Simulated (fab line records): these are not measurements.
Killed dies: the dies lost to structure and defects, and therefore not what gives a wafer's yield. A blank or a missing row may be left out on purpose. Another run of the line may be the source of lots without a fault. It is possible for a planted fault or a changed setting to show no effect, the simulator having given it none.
Chamber matching    flow n5 finfet    rie diel-05 running N5_BEOL_M0_CUTY_DESCUM_61: 4 sister chambers
The step chemistry O2, time 7.9 s. 14 wafers are shown with their chamber, then 7 later ones without.

WAFERS PAIRED WITH THEIR CHAMBERS
wafer   chamber  drypump motor current A (A)  showerhead plenum p Torr (Torr)  throttle valve pct (%)
L218.2  3        5.4                          2.10                             20.47
L218.3  2        6.5                          2.11                             20.29
L218.5  2        6.5                          2.11                             20.29
L223.1  1        6.1                          1.97                             20.61
L223.5  3        5.5                          2.09                             20.49
L223.6  0        5.7                          2.09                             20.79
L224.3  0        5.7                          2.09                             20.80
L224.4  2        6.5                          2.10                             20.31
L224.6  1        6.1                          1.97                             20.61
L234.4  0        5.7                          2.08                             20.83
L234.5  3        5.4                          2.09                             20.52
L234.6  2        6.5                          2.10                             20.34
L235.3  0        5.7                          2.08                             20.84
L235.4  3        5.4                          2.09                             20.53

SIGNATURES (means of the wafers above)
reading                   chamber 0  chamber 1  chamber 2  chamber 3  scatter within a chamber
drypump motor current A   5.700      6.100      6.500      5.425      0.0274
showerhead plenum p Torr  2.0850     1.9700     2.1050     2.0925     0.00524
throttle valve pct        20.8150    20.6100    20.3075    20.5025    0.0238
Rule: for a wafer and a chamber, the distance is found by dividing, reading by reading, the gap between the wafer's reading and the chamber's mean by the reading's scatter, squaring, summing and taking the root. If the next closest chamber is less than 2 further off than the closest, the wafer can't be placed; otherwise it belongs to the closest. The scatter: take each reading less its chamber's mean, square it, sum over the shown wafers, divide by the number of wafers less the number of chambers, and take the root.

WAFERS WITH NO CHAMBER GIVEN
wafer   drypump motor current A (A)  showerhead plenum p Torr (Torr)  throttle valve pct (%)
L235.5  5.7                          2.08                             20.84
L236.1  5.7                          2.08                             20.86
L236.4  6.1                          1.96                             20.64
L236.6  5.7                          2.08                             20.85
L238.1  6.5                          2.09                             20.36
L238.3  5.4                          2.08                             20.54
L238.5  6.1                          1.96                             20.67

THE CHAMBER EACH PASSED THROUGH
wafer   from the rows above  in truth
L235.5  0                    0
L236.1  0                    0
L236.4  1                    1
L236.6  0                    0
L238.1  2                    2
L238.3  3                    3
L238.5  1                    1
Placed correctly: 7 of 7. Can't be placed from these rows: 0. 0 placed wrongly.
